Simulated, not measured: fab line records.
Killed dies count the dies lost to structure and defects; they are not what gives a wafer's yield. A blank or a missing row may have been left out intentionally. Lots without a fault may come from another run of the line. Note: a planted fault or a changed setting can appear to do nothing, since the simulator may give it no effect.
fab line records :: flow n5_finfet
record:
  lots: 4
  wafers: 12
  last_day: 18
route steps=1938 shown SD_EPI_P@319 SD_ACTIVATION@330 ILD0@335 SDB@347 BEOL_M4@1111 PASSIVATION@1936
lots with no fault: from the same line, run without faults
start_h: hours from the record's first day to the start of the lot's first wafer shown :: wait_h: hours since the lot's step before :: " as in the row above :: L1.1+2: one row covering several wafers at once :: - either no value or no given start :: * or withheld: withheld :: < > ~ a bound
route shown NAME@n: NAME is a module with steps in the file, n the number in the route of the first one :: usual: average and standard deviation across the fault-free wafers :: same: alike in all rows :: chamber/n: place in a boat :: sites: per-site readings :: _std_site: the standard deviation of these :: _edge_site: inner sites' mean taken away from outer sites' mean :: radius_mm: for every site, how far away it sits from the centre of the wafer :: mask NAME#n: copy n :: behind: the most recent tool/chamber to have shaped the wafer :: hold: reason for holding the lot/hours on hold/outcome of the hold :: device: whichever transistor did not switch (one of n, p or np) :: end of line: the tests these same wafers got at the end of their route :: step lacking rows: just its recipe :: killed: dies that structure and defects cost at the first sort, which is not the same as the wafer's yield :: map: a wafer's dies, x killed, . not, _ none there
set.NAME: the setting that was run; set.NAME@STEP: the one run at that earlier step :: model.NAME: the simulator's own value behind a step, which no gauge read
lots at selected steps of the route; one table per step, one row per wafer
services: the hour from which a tool's chamber was out of use, counted from the record's first day as start_h (under 0 if before that day), plus the number of hours and why
== steps ==
step: N5_SD_EPI_P_PRECLEAN_51
recipe:
  chemistry: NF3:NH3
  afs_cycles: 1
  temp_c: 30
  time_s: 20
  sublimation_temp_c: 180
  sublimation_time_s: 60
  pressure_torr: 3
  rf_power_w: 30
step: N5_SD_EPI_P_VAPOR_ETCH_44
recipe:
  chemistry: NF3/Ar
  target: SiGe30
  temp_c: 25
  time_s: 3.3
  mode: isotropic
step: N5_SD_EPI_P_EPI_21
recipe:
  material: SiGe:B
  dopant: B
  temp_c: 550
  pressure_torr: 20
  ambient: H2
  time_s: 355
step: N5_SD_EPI_P_HM_STRIP_48
recipe:
  chemistry: H3PO4
  temp_c: 160
  material: SiNx
  target: SiNx
  target_depth_a: 30
  overetch_fraction: 0.3
step: N5_SD_EPI_P_SRD_49
recipe:
  dry: ipa_marangoni
  time_s: 30
  temp_c: 23
  rinse_liquid: diw
step: N5_SD_EPI_P_PRECLEAN_24
recipe:
  chemistry: O3/DIW
  time_s: 45
  temp_c: 22
  o3_ppm: 10
step: N5_SD_EPI_P_PRECLEAN_32
recipe:
  chemistry: dHF
  time_s: 10
  dilution: 500:1
  temp_c: 25
step: N5_SD_EPI_P_PRECLEAN_33
recipe:
  chemistry: SC2
  time_s: 45
  temp_c: 35
  mix: 1:1:50
step: N5_SD_EPI_P_SRD_25
recipe:
  time_s: 30
  temp_c: 23
  rinse_liquid: diw
  dry: ipa_marangoni
step: N5_SD_ACTIVATION_RTA_00
recipe:
  temp_c: 975
  time_s: 0
  ambient: N2
  idle_temp_c: 600
  ramp_up_c_per_s: 150
  ramp_down_c_per_s: 60
  cool_to_c: 600
step: N5_SD_ACTIVATION_LSA_01
recipe:
  temp_c: 1080
  time_s: 0.0008
  ambient: N2
usual:
  wafer_temp_C_max: 1083.9/1.7
lot.wafer: L274.2
tool: laser_anneal-02
chamber: 0
start_h: 100.15
wait_h: 0.2
wafer_temp_C_max: 1086.3

lot.wafer: L274.3
tool: laser_anneal-02
chamber: 0
start_h: 100.15
wait_h: 0.2
wafer_temp_C_max: 1085.2

lot.wafer: L274.6
tool: laser_anneal-02
chamber: 0
start_h: 100.15
wait_h: 0.2
wafer_temp_C_max: 1084.7

lot.wafer: L285.1
tool: laser_anneal-02
chamber: 0
start_h: 166.05
wait_h: 0.2
wafer_temp_C_max: 1098.6

lot.wafer: L285.3
tool: laser_anneal-02
chamber: 0
start_h: 166.05
wait_h: 0.2
wafer_temp_C_max: 1099.3

lot.wafer: L285.6
tool: laser_anneal-02
chamber: 0
start_h: 166.05
wait_h: 0.2
wafer_temp_C_max: 1098.6

lot.wafer: L287.1
tool: laser_anneal-02
chamber: 0
start_h: 177.25
wait_h: 0.2
wafer_temp_C_max: 1101.2

lot.wafer: L287.3
tool: laser_anneal-02
chamber: 0
start_h: 177.25
wait_h: 0.2
wafer_temp_C_max: 1099.2

lot.wafer: L287.6
tool: laser_anneal-02
chamber: 0
start_h: 177.25
wait_h: 0.2
wafer_temp_C_max: 1098.5

lot.wafer: L288.1
tool: laser_anneal-01
chamber: 0
start_h: 183.70
wait_h: 0.2
wafer_temp_C_max: 1082.1

lot.wafer: L288.3
tool: laser_anneal-01
chamber: 0
start_h: 183.70
wait_h: 0.2
wafer_temp_C_max: 1083.0

lot.wafer: L288.4
tool: laser_anneal-01
chamber: 0
start_h: 183.70
wait_h: 0.2
wafer_temp_C_max: 1081.7
step: N5_SD_ACTIVATION_RS_MEAS_03
recipe:
  thk_meas_gauge: four-point-probe
usual:
  RS_SD_N: 21.9/0.33
  RS_SD_P: 56.2/0.9
lot.wafer: L274.2
tool: film_metro-01
chamber: -
start_h: 100.35
wait_h: 0.2
RS_SD_N[ohm/sq]: 21.7
RS_SD_P[ohm/sq]: 55.1

lot.wafer: L274.3
tool: film_metro-01
chamber: -
start_h: 100.35
wait_h: 0.2
RS_SD_N[ohm/sq]: 21.5
RS_SD_P[ohm/sq]: 55.7

lot.wafer: L274.6
tool: film_metro-01
chamber: -
start_h: 100.35
wait_h: 0.2
RS_SD_N[ohm/sq]: 21.4
RS_SD_P[ohm/sq]: 56.0

lot.wafer: L285.1
tool: film_metro-02
chamber: -
start_h: 166.25
wait_h: 0.2
RS_SD_N[ohm/sq]: 20.3
RS_SD_P[ohm/sq]: 56.7

lot.wafer: L285.3
tool: film_metro-02
chamber: -
start_h: 166.25
wait_h: 0.2
RS_SD_N[ohm/sq]: 20.6
RS_SD_P[ohm/sq]: 57.7

lot.wafer: L285.6
tool: film_metro-02
chamber: -
start_h: 166.25
wait_h: 0.2
RS_SD_N[ohm/sq]: 20.3
RS_SD_P[ohm/sq]: 56.7

lot.wafer: L287.1
tool: film_metro-02
chamber: -
start_h: 177.45
wait_h: 0.2
RS_SD_N[ohm/sq]: 20.3
RS_SD_P[ohm/sq]: 57.2

lot.wafer: L287.3
tool: film_metro-02
chamber: -
start_h: 177.45
wait_h: 0.2
RS_SD_N[ohm/sq]: 20.3
RS_SD_P[ohm/sq]: 56.8

lot.wafer: L287.6
tool: film_metro-02
chamber: -
start_h: 177.45
wait_h: 0.2
RS_SD_N[ohm/sq]: 19.9
RS_SD_P[ohm/sq]: 57.0

lot.wafer: L288.1
tool: film_metro-02
chamber: -
start_h: 183.90
wait_h: 0.2
RS_SD_N[ohm/sq]: 22.1
RS_SD_P[ohm/sq]: 55.4

lot.wafer: L288.3
tool: film_metro-02
chamber: -
start_h: 183.90
wait_h: 0.2
RS_SD_N[ohm/sq]: 22.3
RS_SD_P[ohm/sq]: 55.2

lot.wafer: L288.4
tool: film_metro-02
chamber: -
start_h: 183.90
wait_h: 0.2
RS_SD_N[ohm/sq]: 21.7
RS_SD_P[ohm/sq]: 55.4
step: N5_ILD0_LINER_00
recipe:
  material: SiNx
  target_thk_a: 40
  temp_c: 400
  ald_precursor_family: SiH2I2
  ald_co_reactant: N2/H2-plasma
  pulse_time_s: 1
  purge_time_s: 2
  co_reactant_purge_time_s: 2
  ald_cycles: 80
  pressure_torr: 2
step: N5_ILD0_FCVD_FILL_01
recipe:
  material: SiO2_flowable
  target_thk_a: 2000
  temp_c: 100
  pressure_torr: 0.8
  rf_w: 2000
  time_s: 328.3
step: N5_ILD0_CURE_02
recipe:
  temp_c: 450
  time_s: 1800
  ambient: steam
  idle_temp_c: 400
  ramp_up_c_per_min: 5
  ramp_down_c_per_min: 3
  densification_p_h2o_torr: 640
step: N5_ILD0_CMP_03
recipe:
  stop_on: SiNx
  t_overpolish_s: 1.9
  post_cmp_clean: alkaline_brush
  down_force_psi: 4.1491
  platen_rpm: 51.796
  pad_velocity_m_s: 1.0306
  target_thk_nm: 197.38
step: N5_ILD0_CMP_07
recipe:
  stop_on: poly-Si
  material: SiO2_flowable
  t_overpolish_s: 1.18
  post_cmp_clean: alkaline_brush
  down_force_psi: 4.1491
  platen_rpm: 51.796
  pad_velocity_m_s: 1.0306
  target_thk_nm: 138.88
step: N5_ILD0_PRECLEAN_10
recipe:
  chemistry: NF3:NH3
  afs_cycles: 5
  time_s: 20
  temp_c: 30
  sublimation_temp_c: 180
  sublimation_time_s: 60
  pressure_torr: 3
  rf_power_w: 30
step: N5_ILD0_ALD_15
recipe:
  material: SiNx
  target_thk_a: 240
  temp_c: 400
  ald_precursor_family: SiH2I2
  ald_co_reactant: N2/H2-plasma
  pulse_time_s: 1
  ald_cycles: 480
  purge_time_s: 2
  co_reactant_purge_time_s: 2
  pressure_torr: 2
step: N5_ILD0_CMP_12
recipe:
  stop_on: poly-Si
  material: SiNx
  t_overpolish_s: 6
  post_cmp_clean: alkaline_brush
  down_force_psi: 2.5
  platen_rpm: 51.8
  pad_velocity_m_s: 1.0307
  target_thk_nm: 17.67
step: N5_SDB_HM_DEP_00
recipe:
  material: SiNx
  target_thk_a: 400
  temp_c: 400
  precursor: SiH4/NH3/N2
  pressure_torr: 1.5
  rf_w: 300
  time_s: 35.3
step: N5_SDB_COAT_03
recipe:
  resist: SOC
  temp_c: 250
  time_s: 60
  spin_rpm: 1500
  resist_thk_nm: 100
step: N5_SDB_COAT_04
recipe:
  resist: SiARC
  temp_c: 220
  time_s: 60
  spin_rpm: 1500
  resist_thk_nm: 18
step: N5_SDB_COAT_05
recipe:
  resist: CAR-ArF
  spin_rpm: 1500
  resist_thk_nm: 90
step: N5_SDB_EBR_07
recipe:
  solvent: PGMEA
  ebr_width_mm: 1.5
step: N5_SDB_SOFTBAKE_06
recipe:
  temp_c: 110
  time_s: 60
  resist: CAR-ArF
step: N5_SDB_EXPOSE_08
recipe:
  mask_id: SDB
  na: 1.35
  source_shape: conventional
  sigma_outer: 0.5
  polarization: unpolarized
  dose_mj: 49.6
step: N5_SDB_PEB_09
recipe:
  peb_temp_c: withheld
  peb_time_s: 60
  resist: CAR-ArF
step: N5_SDB_DEVELOP_10
recipe:
  develop_time_s: 30
  developer: TMAH
  resist: CAR-ArF
  rinse_liquid: diw
  dry: air_spin
  dev_temp_c: 23
step: N5_SDB_DESCUM_16
recipe:
  chemistry: O2
  time_s: 7.9
  source_power_w: 50
  bias_power_w: 20
  pressure_mtorr: 20
  rf_frequency_hz: 2.712e+07
  temp_c: 40
  resist: CAR-ArF
  o2_flow_sccm: 225
step: N5_SDB_ETCH_17
recipe:
  chemistry: CF4
  target: SiARC
  target_depth_a: 234
  mask_material: CAR-ArF
  time_s: 39
  ion_energy_ev: 80
  pressure_mtorr: 40
  source_w: 545
  bias_w: 36
  Ar_flow_sccm: 100
  cf4_flow_sccm: 100
  ends: cleared
step: N5_BEOL_M4_RC_MEAS_101
usual:
  DIBL_N: 36.2/2.4
  DIBL_P: 36.2/2.6
  IOFF_N: 0.16/0.045
  IOFF_P: 0.21/0.046
  ION_N: 674/17
  ION_P: 463/11
  RC_DENSE_N: 19.1/0.49
  RC_N: 15.6/0.39
  RS_SD_N: 28.5/0.42
  SS_N: 71.5/0.77
  SS_P: 73.1/0.76
  VT_N: 250/3.9
  VT_P: -250/3.9
lot.wafer: L285.1
tool: prober-02
chamber: 0
start_h: 279.48
wait_h: 0.0
DIBL_N[mV/V]: 35.5
DIBL_P[mV/V]: 34.5
IOFF_N[nA/um]: 0.15
IOFF_P[nA/um]: 0.18
ION_N[uA/um]: 682
ION_P[uA/um]: 461
RC_DENSE_N[ohm.um]: 17.1
RC_N[ohm.um]: 13.8
RS_SD_N[ohm/sq]: 26.9
SS_N[mV/dec]: 71.1
SS_P[mV/dec]: 72.8
VT_N[mV]: 250
VT_P[mV]: -248

lot.wafer: L285.3
tool: prober-02
chamber: 0
start_h: 279.48
wait_h: 0.0
DIBL_N[mV/V]: 34.4
DIBL_P[mV/V]: 32.9
IOFF_N[nA/um]: 0.13
IOFF_P[nA/um]: 0.16
ION_N[uA/um]: 661
ION_P[uA/um]: 452
RC_DENSE_N[ohm.um]: 17.5
RC_N[ohm.um]: 14.3
RS_SD_N[ohm/sq]: 27.3
SS_N[mV/dec]: 71.2
SS_P[mV/dec]: 73.1
VT_N[mV]: 251
VT_P[mV]: -252

lot.wafer: L285.6
tool: prober-02
chamber: 0
start_h: 279.48
wait_h: 0.0
DIBL_N[mV/V]: 34.8
DIBL_P[mV/V]: 34.9
IOFF_N[nA/um]: 0.14
IOFF_P[nA/um]: 0.19
ION_N[uA/um]: 677
ION_P[uA/um]: 457
RC_DENSE_N[ohm.um]: 17.5
RC_N[ohm.um]: 14.2
RS_SD_N[ohm/sq]: 26.8
SS_N[mV/dec]: 71.0
SS_P[mV/dec]: 72.6
VT_N[mV]: 251
VT_P[mV]: -250

lot.wafer: L287.1
tool: prober-02
chamber: 0
start_h: 294.34
wait_h: 0.0
DIBL_N[mV/V]: 37.2
DIBL_P[mV/V]: 36.7
IOFF_N[nA/um]: 0.18
IOFF_P[nA/um]: 0.21
ION_N[uA/um]: 683
ION_P[uA/um]: 467
RC_DENSE_N[ohm.um]: 18.2
RC_N[ohm.um]: 14.8
RS_SD_N[ohm/sq]: 26.5
SS_N[mV/dec]: 72.7
SS_P[mV/dec]: 73.1
VT_N[mV]: 248
VT_P[mV]: -250

lot.wafer: L287.3
tool: prober-02
chamber: 0
start_h: 294.34
wait_h: 0.0
DIBL_N[mV/V]: 34.0
DIBL_P[mV/V]: 33.7
IOFF_N[nA/um]: 0.14
IOFF_P[nA/um]: 0.17
ION_N[uA/um]: 697
ION_P[uA/um]: 471
RC_DENSE_N[ohm.um]: 17.7
RC_N[ohm.um]: 14.6
RS_SD_N[ohm/sq]: 26.1
SS_N[mV/dec]: 70.7
SS_P[mV/dec]: 73.0
VT_N[mV]: 246
VT_P[mV]: -251

lot.wafer: L287.6
tool: prober-02
chamber: 0
start_h: 294.34
wait_h: 0.0
DIBL_N[mV/V]: 34.8
DIBL_P[mV/V]: 35.6
IOFF_N[nA/um]: 0.15
IOFF_P[nA/um]: 0.19
ION_N[uA/um]: 700
ION_P[uA/um]: 473
RC_DENSE_N[ohm.um]: 18.3
RC_N[ohm.um]: 14.9
RS_SD_N[ohm/sq]: 26.0
SS_N[mV/dec]: 71.7
SS_P[mV/dec]: 72.7
VT_N[mV]: 247
VT_P[mV]: -250

lot.wafer: L288.1
tool: prober-01
chamber: 0
start_h: 300.31
wait_h: 0.0
DIBL_N[mV/V]: 39.0
DIBL_P[mV/V]: 38.5
IOFF_N[nA/um]: 0.21
IOFF_P[nA/um]: 0.25
ION_N[uA/um]: 685
ION_P[uA/um]: 467
RC_DENSE_N[ohm.um]: 19.9
RC_N[ohm.um]: 16.2
RS_SD_N[ohm/sq]: 28.5
SS_N[mV/dec]: 72.9
SS_P[mV/dec]: 73.6
VT_N[mV]: 247
VT_P[mV]: -248

lot.wafer: L288.3
tool: prober-01
chamber: 0
start_h: 300.31
wait_h: 0.0
DIBL_N[mV/V]: 35.5
DIBL_P[mV/V]: 35.1
IOFF_N[nA/um]: 0.13
IOFF_P[nA/um]: 0.19
ION_N[uA/um]: 651
ION_P[uA/um]: 454
RC_DENSE_N[ohm.um]: 18.5
RC_N[ohm.um]: 15.1
RS_SD_N[ohm/sq]: 28.3
SS_N[mV/dec]: 71.0
SS_P[mV/dec]: 72.7
VT_N[mV]: 254
VT_P[mV]: -248

lot.wafer: L288.4
tool: prober-01
chamber: 0
start_h: 300.31
wait_h: 0.0
DIBL_N[mV/V]: 34.2
DIBL_P[mV/V]: 33.9
IOFF_N[nA/um]: 0.11
IOFF_P[nA/um]: 0.17
ION_N[uA/um]: 667
ION_P[uA/um]: 463
RC_DENSE_N[ohm.um]: 18.0
RC_N[ohm.um]: 14.9
RS_SD_N[ohm/sq]: 28.4
SS_N[mV/dec]: 71.5
SS_P[mV/dec]: 72.8
VT_N[mV]: 256
VT_P[mV]: -252

lot.wafer: L274.2
tool: prober-01
chamber: 0
start_h: 311.35
wait_h: 0.2
DIBL_N[mV/V]: 37.9
DIBL_P[mV/V]: 38.3
IOFF_N[nA/um]: 0.17
IOFF_P[nA/um]: 0.22
ION_N[uA/um]: 674
ION_P[uA/um]: 463
RC_DENSE_N[ohm.um]: 19.4
RC_N[ohm.um]: 15.9
RS_SD_N[ohm/sq]: 28.2
SS_N[mV/dec]: 71.9
SS_P[mV/dec]: 73.6
VT_N[mV]: 248
VT_P[mV]: -248

lot.wafer: L274.3
tool: prober-01
chamber: 0
start_h: 311.35
wait_h: 0.2
DIBL_N[mV/V]: 34.8
DIBL_P[mV/V]: 34.4
IOFF_N[nA/um]: 0.12
IOFF_P[nA/um]: 0.16
ION_N[uA/um]: 671
ION_P[uA/um]: 463
RC_DENSE_N[ohm.um]: 19.3
RC_N[ohm.um]: 16.1
RS_SD_N[ohm/sq]: 28.2
SS_N[mV/dec]: 70.3
SS_P[mV/dec]: 72.4
VT_N[mV]: 254
VT_P[mV]: -253

lot.wafer: L274.6
tool: prober-01
chamber: 0
start_h: 311.35
wait_h: 0.2
DIBL_N[mV/V]: 36.2
DIBL_P[mV/V]: 36.6
IOFF_N[nA/um]: 0.15
IOFF_P[nA/um]: 0.19
ION_N[uA/um]: 679
ION_P[uA/um]: 472
RC_DENSE_N[ohm.um]: 18.9
RC_N[ohm.um]: 15.4
RS_SD_N[ohm/sq]: 27.7
SS_N[mV/dec]: 71.4
SS_P[mV/dec]: 72.8
VT_N[mV]: 250
VT_P[mV]: -252
step: N5_PASSIVATION_PROBE_49
usual:
  defect_limited_yield: 91.2/1.4
  killed_at_M0_to_M3: 33/9.5
  killed_at_M4_up: 13/4.7
  killed_at_contacts: 11/5.3
  killed_at_front_end: 42/12
  killed_at_other: 5/3.3
  killed_dies: 104/17
  killed_open: 67/12
  killed_short: 33/7.7
  sort_bin_5_function: 5.1/0.94
  sort_bin_6_memory: 3.3/0.67
  sort_n_pass: 1074/24
  sort_yield_pct: 91.1/2
same:
  gross_dies: 1180
  killed_at_back_side: 0
  sort_bin_4_leakage[%]: 0
  sort_bin_8_speed[%]: 0
lot.wafer: L285.1
tool: prober-02
chamber: -
start_h: 399.12
wait_h: 0.0
defect_limited_yield[%]: 93.6
killed_at_M0_to_M3: 30
killed_at_M4_up: 8
killed_at_contacts: 4
killed_at_front_end: 32
killed_at_other: 1
killed_dies: 75
killed_open: 48
killed_short: 27
sort_bin_5_function[%]: 4.2
sort_bin_6_memory[%]: 2.0
sort_n_pass: 1105
sort_yield_pct[%]: 93.6

lot.wafer: L285.3
tool: prober-02
chamber: -
start_h: 399.22
wait_h: 0.1
defect_limited_yield[%]: 93.1
killed_at_M0_to_M3: 24
killed_at_M4_up: 11
killed_at_contacts: 11
killed_at_front_end: 27
killed_at_other: 9
killed_dies: 82
killed_open: 51
killed_short: 28
sort_bin_5_function[%]: 4.0
sort_bin_6_memory[%]: 2.9
sort_n_pass: 1098
sort_yield_pct[%]: 93.1

lot.wafer: L285.6
tool: prober-02
chamber: -
start_h: 399.37
wait_h: 0.3
defect_limited_yield[%]: 92.3
killed_at_M0_to_M3: 26
killed_at_M4_up: 11
killed_at_contacts: 7
killed_at_front_end: 38
killed_at_other: 9
killed_dies: 91
killed_open: 58
killed_short: 32
sort_bin_5_function[%]: 5.2
sort_bin_6_memory[%]: 2.3
sort_n_pass: 1089
sort_yield_pct[%]: 92.3

lot.wafer: L287.1
tool: prober-02
chamber: -
start_h: 406.89
wait_h: 0.0
defect_limited_yield[%]: 92.8
killed_at_M0_to_M3: 28
killed_at_M4_up: 14
killed_at_contacts: 10
killed_at_front_end: 25
killed_at_other: 8
killed_dies: 85
killed_open: 57
killed_short: 28
sort_bin_5_function[%]: 4.1
sort_bin_6_memory[%]: 2.8
sort_n_pass: 1095
sort_yield_pct[%]: 92.8

lot.wafer: L287.3
tool: prober-02
chamber: -
start_h: 406.99
wait_h: 0.1
defect_limited_yield[%]: 90.6
killed_at_M0_to_M3: 26
killed_at_M4_up: 21
killed_at_contacts: 19
killed_at_front_end: 44
killed_at_other: 1
killed_dies: 111
killed_open: 90
killed_short: 15
sort_bin_5_function[%]: 5.2
sort_bin_6_memory[%]: 3.6
sort_n_pass: 1069
sort_yield_pct[%]: 90.6

lot.wafer: L287.6
tool: prober-02
chamber: -
start_h: 407.14
wait_h: 0.3
defect_limited_yield[%]: 92.5
killed_at_M0_to_M3: 32
killed_at_M4_up: 14
killed_at_contacts: 8
killed_at_front_end: 31
killed_at_other: 4
killed_dies: 89
killed_open: 62
killed_short: 25
sort_bin_5_function[%]: 4.7
sort_bin_6_memory[%]: 2.8
sort_n_pass: 1091
sort_yield_pct[%]: 92.5

lot.wafer: L288.1
tool: prober-01
chamber: -
start_h: 407.95
wait_h: 0.0
defect_limited_yield[%]: 91.4
killed_at_M0_to_M3: 29
killed_at_M4_up: 11
killed_at_contacts: 6
killed_at_front_end: 52
killed_at_other: 3
killed_dies: 101
killed_open: 74
killed_short: 27
sort_bin_5_function[%]: 5.0
sort_bin_6_memory[%]: 3.4
sort_n_pass: 1079
sort_yield_pct[%]: 91.4

lot.wafer: L288.3
tool: prober-01
chamber: -
start_h: 408.05
wait_h: 0.1
defect_limited_yield[%]: 90.1
killed_at_M0_to_M3: 46
killed_at_M4_up: 12
killed_at_contacts: 6
killed_at_front_end: 50
killed_at_other: 3
killed_dies: 117
killed_open: 75
killed_short: 42
sort_bin_5_function[%]: 5.4
sort_bin_6_memory[%]: 4.2
sort_n_pass: 1063
sort_yield_pct[%]: 90.1

lot.wafer: L288.4
tool: prober-01
chamber: -
start_h: 408.10
wait_h: 0.2
defect_limited_yield[%]: 90.8
killed_at_M0_to_M3: 30
killed_at_M4_up: 12
killed_at_contacts: 4
killed_at_front_end: 62
killed_at_other: 1
killed_dies: 109
killed_open: 79
killed_short: 30
sort_bin_5_function[%]: 5.4
sort_bin_6_memory[%]: 3.4
sort_n_pass: 1071
sort_yield_pct[%]: 90.8
killed by level:class
L285.1 BEOL_M0_SAQP:geometric_particle:short=12 BEOL_M0_SAQP:geometric_particle:open=10 DUMMY_GATE:geometric_particle:open=6 STI_FIN_REVEAL:geometric_particle:open=6 FIN_SAQP:geometric_particle:short=4 BEOL_M4:geometric_particle:open=4 MOL_CONTACT_COAG:geometric_particle:open=4 STARTING-WAFER:geometric_particle:short=4
L285.3 MOL_CONTACT_COAG:geometric_particle:open=11 STI_FIN_REVEAL:geometric_particle:open=6 BEOL_M0_SAQP:geometric_particle:short=6 STARTING-WAFER:geometric_particle:short=6 FIN_SAQP:geometric_particle:short=4 BEOL_M0_SAQP:geometric_particle:open=4 BEOL_M1:geometric_particle:open=4 BEOL_M2:geometric_particle:open=4
L285.6 BEOL_M0_SAQP:geometric_particle:open=9 FIN_SAQP:geometric_particle:short=8 DUMMY_GATE:geometric_particle:open=7 BEOL_M4:geometric_particle:open=7 MOL_CONTACT_COAG:geometric_particle:open=6 BEOL_M0_SAQP:geometric_particle:short=5 FIN_SAQP:geometric_particle:open=4 GATE_CUT:geometric_particle:short=4
L287.1 BEOL_M3:geometric_particle:open=12 MOL_CONTACT_COAG:geometric_particle:open=9 FIN_SAQP:geometric_particle:short=6 DUMMY_GATE:geometric_particle:open=6 BEOL_M2:geometric_particle:open=6 BEOL_M4:geometric_particle:open=5 MIM_TOP_ETCH:geometric_particle:short=5 STI_FIN_REVEAL:geometric_particle:open=4
L287.3 STI_FIN_REVEAL:geometric_particle:open=16 MOL_CONTACT_COAG:geometric_particle:open=16 DUMMY_GATE:geometric_particle:open=9 BEOL_M4:geometric_particle:open=8 BEOL_M0_SAQP:geometric_particle:open=7 BEOL_M2:geometric_particle:open=7 BEOL_M3:geometric_particle:open=7 BEOL_M6:geometric_particle:open=6
L287.6 BEOL_M2:geometric_particle:open=9 BEOL_M3:geometric_particle:open=8 MOL_CONTACT_COAG:geometric_particle:open=7 BEOL_M1:geometric_particle:open=7 DUMMY_GATE:geometric_particle:open=5 BEOL_M4:geometric_particle:open=5 STI_FIN_REVEAL:geometric_particle:open=4 GATE_CUT:geometric_particle:open=4
L288.1 FIN_SAQP:geometric_particle:open=27 BEOL_M0_SAQP:geometric_particle:open=9 BEOL_M3:geometric_particle:open=8 FIN_SAQP:geometric_particle:short=5 DUMMY_GATE:geometric_particle:open=5 BEOL_M4:geometric_particle:open=5 MOL_CONTACT_COAG:geometric_particle:open=4 BEOL_M2:geometric_particle:open=4
L288.3 FIN_SAQP:geometric_particle:open=17 BEOL_M3:geometric_particle:open=15 BEOL_M2:geometric_particle:open=9 FIN_SAQP:geometric_particle:short=9 STI_FIN_REVEAL:geometric_particle:open=9 BEOL_M0_SAQP:geometric_particle:short=9 GATE_CUT:geometric_particle:open=5 MOL_CONTACT_COAG:geometric_particle:open=5
L288.4 FIN_SAQP:geometric_particle:open=22 STI_FIN_REVEAL:geometric_particle:open=10 DUMMY_GATE:geometric_particle:open=9 BEOL_M2:geometric_particle:open=8 FIN_SAQP:geometric_particle:short=7 BEOL_M3:geometric_particle:open=7 BEOL_M0_SAQP:geometric_particle:open=7 GATE_CUT:geometric_particle:short=4
== services ==
tool: laser_anneal-02
chamber: -
start_h: 114.20
hours: 4.7
kind: pm

tool: laser_anneal-02
chamber: -
start_h: 134.79
hours: 6.4
kind: repair
== key ==
first_sign:
  step: N5_SD_ACTIVATION_LSA_01
  reading: wafer_temp_C_max
  direction: up
  sigmas: 9
  usual: *
  struck: *
effect:
  step: N5_SD_ACTIVATION_RS_MEAS_03
  reading: RS_SD_N
  direction: down
  sigmas: 4.9
  usual: 21.9
  struck: 20.3
effect:
  step: N5_BEOL_M4_RC_MEAS_101
  reading: RS_SD_N
  direction: down
  sigmas: 4.5
  usual: 28.5
  struck: 26.6
effect:
  step: N5_BEOL_M4_RC_MEAS_101
  reading: RC_N
  direction: down
  sigmas: 2.9
  usual: 15.6
  struck: 14.4
effect:
  step: N5_BEOL_M4_RC_MEAS_101
  reading: RC_DENSE_N
  direction: down
  sigmas: 2.9
  usual: 19.1
  struck: 17.7
met_at N5_SD_ACTIVATION_LSA_01
struck_wafers L285.1,L285.3,L285.6,L287.1,L287.3,L287.6
onset_between 100.15 166.05
fault:
  kind: process_parameter_drift
  tool: laser_anneal-02
  chamber: -
  onset_h: 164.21
  steps: N5_SD_ACTIVATION_LSA_01
  channel: temp_c
  offset: *
  shape: step
  stated: *
